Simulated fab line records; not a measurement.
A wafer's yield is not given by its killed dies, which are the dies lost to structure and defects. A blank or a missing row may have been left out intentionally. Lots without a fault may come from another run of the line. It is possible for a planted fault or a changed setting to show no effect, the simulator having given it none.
Chamber matching / flow nand-harc / cmp-04 running NHARC_P_BONDPAD_CMP_19: 4 sister chambers
The step polishes, t overpolish 30 s, cu recess touch 16 s, target thk 160.81 nm. 4 wafers are shown with their chamber, then 7 later ones without.

WAFERS PAIRED WITH THEIR CHAMBERS
wafer=L086.6; chamber=0; motor-current-A (A)=10.8
wafer=L086.1; chamber=2; motor-current-A (A)=12.6
wafer=L087.1; chamber=3; motor-current-A (A)=12.8
wafer=L087.2; chamber=1; motor-current-A (A)=13.3

WAFERS WHOSE CHAMBER IS MISSING
wafer=L087.3; motor-current-A (A)=10.5
wafer=L094.1; motor-current-A (A)=11.2
wafer=L094.3; motor-current-A (A)=13.5
wafer=L094.4; motor-current-A (A)=12.8
wafer=L096.4; motor-current-A (A)=10.6
wafer=L096.5; motor-current-A (A)=12.7
wafer=L096.6; motor-current-A (A)=11.4

CHAMBER TAKEN BY EACH
wafer=L087.3; from the rows above=0; in truth=0
wafer=L094.1; from the rows above=0; in truth=0
wafer=L094.3; from the rows above=can't be placed: 1 or 3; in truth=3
wafer=L094.4; from the rows above=can't be placed: 3 or 2 or 1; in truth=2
wafer=L096.4; from the rows above=0; in truth=0
wafer=L096.5; from the rows above=can't be placed: 2 or 3 or 1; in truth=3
wafer=L096.6; from the rows above=can't be placed: 0 or 2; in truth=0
Correct placement for 3 of the 7. From these rows, 4 cannot be placed; in 4 the true chamber is one of the candidates. Wrongly placed: 0.
How it was worked out, from the rows above alone: a wafer's distance from a chamber is the root of the sum, over the readings, of the square of ((its reading less the chamber's mean) divided by the reading's scatter). If the next closest chamber is less than 2 further off than the closest, the wafer can't be placed; otherwise it belongs to the closest. The mean given for a chamber averages the wafers shown for that chamber. The scatter (one wafer shown for each chamber): square how far every hidden wafer sits from the nearest shown wafer, average those squares and take the square root.
